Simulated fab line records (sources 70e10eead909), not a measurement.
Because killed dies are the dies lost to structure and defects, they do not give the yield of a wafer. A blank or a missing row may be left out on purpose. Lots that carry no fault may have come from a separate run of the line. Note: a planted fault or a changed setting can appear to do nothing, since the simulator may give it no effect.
Code-filled problem report in 8D (eight disciplines) form | flow nandHarc | the parts of the form that need people (team, actions taken, sign-off) are left out

## 1. WHAT WENT WRONG
rawDefectCount at NHARC_A_CHANNEL_HOLE_D1_INSPECT_12 reads a mean of 368 on 1 wafer of 1 lot; wafers without a fault read 6 with a standard deviation of 3.1. So: +99 or more standard deviations from the usual mean.
First seen on wafer L488.5, day 15 06:38, on defectInspect-01. The record has a number at this step for 36 wafers belonging to 12 lots. By rule, "out" or "out of limits" means more than 4 standard deviations away from the usual mean. Any other wafer with a number is counted as sound.

## 2. WHAT IT IS, AND WHAT IT ISN'T
question                    | is                | is not
which readings at this step | rawDefectCount    | -
which lots                  | L488              | L472, L473, L474, L475, L476, L477, L478, L491, L492, L493, L494
which wafers of those lots  | L488.5            | L488.3, L488.6
read on which gauges        | defectInspect-01  | defectInspect-02
when                        | from day 15 06:38 | up to then (23 sound wafers); but 12 sound wafers of L491, L492, L493, L494 came after

## 3. SUSPECTS, AND WHAT RULES EACH OUT
Counting: a tool at a process step up to the reading stays a suspect if it ran every lot that is out. Sound lots after the first of them don't rule it out here, since some wafers of a struck lot are sound.
- the gauge at NHARC_A_CHANNEL_HOLE_D1_INSPECT_12: kept. All the wafers that are out were read on defectInspect-01, and no step on other tools shows them out.
- pecvd-01 at NHARC_A_CHANNEL_HOLE_D1_DEP_01 (deposits SiON, target thk 140 nm): kept. The lot that is out, L488, ran on it at day 15 05:47; the last sound lot it ran before that was L476, at day 10 14:25.
- pecvd-01, NHARC_A_CHANNEL_HOLE_D1_DEP_01: wafers that are out in chamber 1, sound lot-mates in chambers 0, 2.
Remaining after the count are pecvd-01 at NHARC_A_CHANNEL_HOLE_D1_DEP_01 and defectInspect-01 at NHARC_A_CHANNEL_HOLE_D1_INSPECT_12.

## 4. THE CAUSE (what the simulator had put in)
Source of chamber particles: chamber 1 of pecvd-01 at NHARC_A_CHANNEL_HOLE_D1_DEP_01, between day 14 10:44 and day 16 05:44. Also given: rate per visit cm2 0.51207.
Counting left 2 suspects, and this tool is among them.

## 5. SEQUENCE OF EFFECTS, ordered by route
Each row: a reading where the mean over the struck wafers with a number is more than 3 standard deviations away from the usual. Only readings for which the record gives a usual standard deviation are gone through. hours: the time from each lot's start at the first step in this table that gives one to its start at this step, as a median over the lots. sigmas: the change in usual standard deviations.
hours | step                               | reading        | usual | on struck wafers | change | sigmas
0     | NHARC_A_CHANNEL_HOLE_D1_INSPECT_12 | rawDefectCount | 6     | 368              | +362   | +99 or more
7     | NHARC_A_CHANNEL_HOLE_D1_INSPECT_40 | rawDefectCount | 72    | 404              | +332   | +13
At these later measuring or inspecting steps, every struck wafer for which the step has a row has a number for every such reading, and none has moved that far: NHARC_END_SORT_01.

## 6. HOW IT WOULD HAVE BEEN CAUGHT EARLIER
The first out-of-limits reading at a measuring or inspecting step in this record came at day 15 06:38, 20 hours after the fault's start at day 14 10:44.
Tool readings at NHARC_A_CHANNEL_HOLE_D1_DEP_01 with a usual standard deviation given in the record: none out on any struck wafer, hence no alarm at a limit of 4 standard deviations on them.
Each of the lots that are out, 1 in all, had begun NHARC_A_CHANNEL_HOLE_D1_DEP_01 on pecvd-01 no later than day 15 06:38. Had the tool been put on hold then, not one of them would have been saved.
